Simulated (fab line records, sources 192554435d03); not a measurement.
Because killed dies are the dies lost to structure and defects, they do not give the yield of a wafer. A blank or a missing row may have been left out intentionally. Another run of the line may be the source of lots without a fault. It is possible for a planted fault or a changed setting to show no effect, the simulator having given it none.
fab line records	flow n5Finfet
record lots=7	wafers=39
route steps=1938 shown FIN_SAQP@138 STI_FIN_REVEAL@183 DUMMY_GATE@228 HKMG_FIN@389 GATE_CUT@466 BEOL_M4@1111
startH: start of the lot's first displayed wafer, in hours after the record's first day	waitH: hours elapsed since this lot's preceding step	" unchanged from the row above	L1.1+2: one row covering several wafers at once	- either no value or no given start	* or withheld: withheld	< > ~ a bound
route shown NAME@n: names a module that has steps shown in the file, with the first one's number in the route	usual: average and standard deviation across the fault-free wafers	same: alike in all rows	chamber/n: place in a boat	sites: the reading at each site	_std_site: their standard deviation	_edge_site: outer sites' mean less inner sites'	radiusMm: how far each site lies from the wafer's centre	mask NAME#n: copy n	behind: tool/chamber where the wafer was last shaped	hold: why the lot was held/for how many hours/how that ended	device: names the non-switching transistor (n, p or np)	end of line: the same wafers' tests at the end of the route	a step without rows: its recipe alone	killed: count of dies lost to structure and defects at first sort (not the wafer's yield)	map: a wafer's dies, marking killed ones x, the rest . and places with no die _
set.NAME: setting as actually run; set.NAME@STEP: the setting as run at that earlier step	model.NAME: the simulator's own value behind a step, which no gauge read
one table per step and one row per wafer, for lots whose settings were changed on purpose
## steps
# step N5_FIN_SAQP_SPACER2_ALD_28
# recipe material=SiO2	targetThkA=81	tempC=300	aldPrecursorFamily=BDEAS	aldCoReactant=O2-plasma	pulseTimeS=1	purgeTimeS=2	coReactantPurgeTimeS=2	pressureTorr=2
# step N5_STI_FIN_REVEAL_ALD_00
# recipe material=SiO2	targetThkA=10	tempC=300	aldPrecursorFamily=BDEAS	aldCoReactant=O2-plasma	pulseTimeS=1	pressureTorr=2
# step N5_DUMMY_GATE_EXPOSE_12
# recipe maskId=GATE	na=0.33	sourceShape=annular	sigmaInner=0.2	sigmaOuter=0.6	polarization=unpolarized	targetCdNm=25	doseMj=34
# step N5_DUMMY_GATE_ETCH_31
# recipe chemistry=C4F6/O2	target=SiO2	maskMaterial=SOC	targetDepthA=825	timeS=27.5	ionEnergyEv=250	pressureMtorr=30	sourceW=345	biasW=185	Ar_flow_sccm=300	C4F6_flow_sccm=10	O2_flow_sccm=10
# step N5_HKMG_FIN_ALD_75
# recipe material=Al2O3	targetThkA=10	tempC=150	aldPrecursorFamily=TMA	aldCoReactant=H2O	pulseTimeS=withheld	coReactantPulseTimeS=1
# step N5_HKMG_FIN_ALD_79
# recipe material=TiN	targetThkA=15	tempC=400	aldPrecursorFamily=TiCl4	aldCoReactant=NH3	pulseTimeS=1	purgeTimeS=3	coReactantPurgeTimeS=2	coReactantPulseTimeS=2	aldCycles=68	pressureTorr=3
# step N5_HKMG_FIN_ALD_91
# recipe material=TiN	targetThkA=10	tempC=400	aldPrecursorFamily=TiCl4	aldCoReactant=NH3	pulseTimeS=1	purgeTimeS=3	coReactantPurgeTimeS=2	coReactantPulseTimeS=2	aldCycles=47	pressureTorr=3
# step N5_GATE_CUT_ETCH_56
# recipe chemistry=Cl2/Ar	target=TiN	targetDepthA=216	pressureMtorr=10	icpW=600	biasW=60	Cl2_flow_sccm=40	Ar_flow_sccm=60
# step N5_BEOL_M4_RC_MEAS_101
# usual DIBL_N=36.1/2.3	DIBL_P=36/3.2	IOFF_P=0.21/0.049	IOFF_P_85C=3.7/0.7	IOFF_P_LIN=0.101/0.016	SS_P=73.2/0.87	VT_P=-250/3.4
lot.wafer	tool	chamber	startH	waitH	set.targetThkA@FIN_SAQP_SPACER2_ALD_28	set.targetThkA@STI_FIN_REVEAL_ALD_00	set.doseMj@DUMMY_GATE_EXPOSE_12	set.targetDepthA@DUMMY_GATE_ETCH_31	set.targetThkA@HKMG_FIN_ALD_75	set.coReactantPulseTimeS@HKMG_FIN_ALD_79	set.tempC@HKMG_FIN_ALD_91	set.biasW@GATE_CUT_ETCH_56	DIBL_N[mV/V]	DIBL_P[mV/V]	IOFF_P[nA/um]	IOFF_P_85C[nA/um]	IOFF_P_LIN[nA/um]	SS_P[mV/dec]	VT_P[mV]
L076.1	prober-01	0	266.33	0.0	81	10	34	825	10	2.349	400	52.19	35.2	32	0.18	3.0	0.093	71.8	-251
L076.2	"	0	"	"	81	10	35.24	723.9	11.41	2	400	60	38.2	35	0.22	3.6	0.104	73.5	-247
L076.3	"	0	"	"	81	10	34	825	11.41	2	393.7	52.19	40.8	40	0.29	4.6	0.128	74.0	-247
L076.4	"	0	"	"	81	10	35.24	825	10	2.349	400	60	35.3	33	0.18	3.1	0.090	73.0	-251
L076.5	"	0	"	"	81	10	34	723.9	11.41	2.349	393.7	52.19	35.4	33	0.18	3.1	0.093	72.9	-251
L076.6	"	0	"	"	81	10	35.24	723.9	10	2	393.7	60	38.6	37	0.24	4.0	0.114	73.6	-248
L078.1	prober-02	0	280.71	0.0	81	10	34	929.9	11.43	2.258	400	64.72	32.8	32	0.16	2.9	0.085	71.7	-253
L078.2	"	0	"	"	88.96	11.09	34	825	11.43	2.258	406.2	60	40.8	43	0.33	5.3	0.136	74.6	-246
L078.3	"	0	"	"	81	11.09	32.22	825	10	2	400	60	31.9	30	0.12	2.3	0.068	71.4	-259
L078.4	"	0	"	"	88.96	11.09	34	929.9	10	2	406.2	60	39.5	41	0.31	5.1	0.139	74.4	-243
L078.5	"	0	"	"	88.96	10	32.22	825	11.43	2	400	64.72	36.5	38	0.25	4.2	0.119	72.8	-246
L078.6	"	0	"	"	81	10	32.22	929.9	10	2.258	406.2	64.72	31.9	31	0.13	2.5	0.073	72.2	-254
L084.1	prober-01	0	303.85	0.0	81	10	34	825	10	2	400	60	33.8	34	0.22	3.8	0.112	73.0	-248
L084.3	"	0	"	"	81	10	34	825	10	2	400	60	34.1	35	0.24	4.0	0.117	72.8	-246
L084.5	"	0	"	"	81	10	34	825	10	2	400	60	34.2	34	0.21	3.6	0.106	73.1	-249
L081.1	prober-02	0	310.74	0.0	81	10.88	35.75	825	11.36	2	400	54.15	44.6	45	0.38	6.0	0.147	75.9	-246
L081.2	"	0	"	"	81	10	35.75	825	10	2	400	60	40.3	41	0.29	4.8	0.124	75.2	-248
L081.3	"	0	"	"	81	10	34	825	11.36	2	400	60	37.8	38	0.24	4.2	0.113	73.9	-248
L081.4	"	0	"	"	81	10.88	35.75	825	11.36	2	400	54.15	41.3	43	0.33	5.4	0.138	75.7	-246
L081.5	"	0	"	"	81	10	34	825	10	2	400	54.15	42.2	44	0.34	5.5	0.140	76.2	-247
L081.6	"	0	"	"	81	10.88	34	825	10	2	400	60	36.9	37	0.24	4.1	0.111	73.5	-248
L090.1	prober-01	0	329.43	0.0	77.29	10	34	868.8	10	2	400	64.08	36.5	36	0.20	3.4	0.093	73.8	-252
L090.2	"	0	"	"	77.29	10	32.89	825	9.061	2	395.3	60	32.6	31	0.16	2.7	0.081	71.6	-254
L090.3	"	0	"	"	81	10	32.89	868.8	9.061	2	400	60	29.5	28	0.11	2.1	0.063	71.8	-260
L090.4	"	0	"	"	81	10	34	825	10	2	395.3	60	37.2	36	0.20	3.4	0.094	73.5	-249
L090.5	"	0	"	"	77.29	10	32.89	868.8	10	2	395.3	64.08	31.7	30	0.14	2.5	0.076	72.0	-256
L090.6	"	0	"	"	81	10	34	825	9.061	2	400	64.08	36.4	35	0.22	3.6	0.103	73.7	-251
L094.1	prober-02	0	358.67	0.0	81	9.228	34	825	9.336	2	400	60	37.4	39	0.23	3.9	0.106	74.2	-251
L094.2	"	0	"	"	88.08	10	34	876	10	2.396	400	60	42.1	44	0.34	5.4	0.136	75.3	-245
L094.3	"	0	"	"	88.08	10	35.67	825	9.336	2	386.1	60	46.4	50	0.53	7.8	0.183	77.5	-242
L094.4	"	0	"	"	81	9.228	35.67	825	10	2.396	400	60	39.3	41	0.23	3.9	0.099	74.8	-254
L094.5	"	0	"	"	88.08	9.228	35.67	876	10	2	386.1	60	47.4	50	0.50	7.5	0.173	76.5	-242
L094.6	"	0	"	"	81	10	34	876	9.336	2.396	386.1	60	37.9	39	0.19	3.3	0.087	73.3	-256
L097.1	prober-01	0	393.78	0.0	81	11.14	31.4	793.8	10	2	400	60	30.1	30	0.14	2.7	0.079	71.5	-252
L097.2	"	0	"	"	81	11.14	31.4	825	9.42	2	400	60	33.7	35	0.17	3.0	0.085	72.1	-252
L097.3	"	0	"	"	81	11.14	34	825	10	2	400	60	39.8	41	0.30	5.0	0.128	74.4	-247
L097.4	"	0	"	"	81	10	31.4	793.8	9.42	2	400	60	32.7	34	0.18	3.3	0.093	71.8	-250
L097.5	"	0	"	"	81	10	34	793.8	9.42	2	400	60	40.1	42	0.29	4.8	0.123	74.2	-248
L097.6	"	0	"	"	81	10	34	825	10	2	400	60	37.4	38	0.24	4.1	0.110	73.7	-247
## key
split step=N5_FIN_SAQP_SPACER2_ALD_28	setting=targetThkA	statedAs=81
response step=N5_BEOL_M4_RC_MEAS_101	reading=VT_P	slope=+0.896	per=1%	togetherWith=all	explained=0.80
response step=N5_BEOL_M4_RC_MEAS_101	reading=IOFF_P_LIN	slope=+0.00457	per=1%	togetherWith=all	explained=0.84
response step=N5_BEOL_M4_RC_MEAS_101	reading=IOFF_P_85C	slope=+0.199	per=1%	togetherWith=all	explained=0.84
response step=N5_BEOL_M4_RC_MEAS_101	reading=IOFF_P	slope=+0.0143	per=1%	togetherWith=all	explained=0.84
split step=N5_STI_FIN_REVEAL_ALD_00	setting=targetThkA	statedAs=10
response none clear
split step=N5_DUMMY_GATE_EXPOSE_12	setting=doseMj	statedAs=34
response step=N5_BEOL_M4_RC_MEAS_101	reading=SS_P	slope=+0.263	per=1%	togetherWith=all	explained=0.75
response step=N5_BEOL_M4_RC_MEAS_101	reading=DIBL_N	slope=+0.719	per=1%	togetherWith=all	explained=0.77
response step=N5_BEOL_M4_RC_MEAS_101	reading=DIBL_P	slope=+0.815	per=1%	togetherWith=all	explained=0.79
response step=N5_BEOL_M4_RC_MEAS_101	reading=IOFF_P_85C	slope=+0.186	per=1%	togetherWith=all	explained=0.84
response step=N5_BEOL_M4_RC_MEAS_101	reading=IOFF_P	slope=+0.0132	per=1%	togetherWith=all	explained=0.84
split step=N5_DUMMY_GATE_ETCH_31	setting=targetDepthA	statedAs=825
response none clear
split step=N5_HKMG_FIN_ALD_75	setting=targetThkA	statedAs=10
response none clear
split step=N5_HKMG_FIN_ALD_79	setting=coReactantPulseTimeS	statedAs=2
response none clear
split step=N5_HKMG_FIN_ALD_91	setting=tempC	statedAs=400
response none clear
split step=N5_GATE_CUT_ETCH_56	setting=biasW	statedAs=60
response none clear
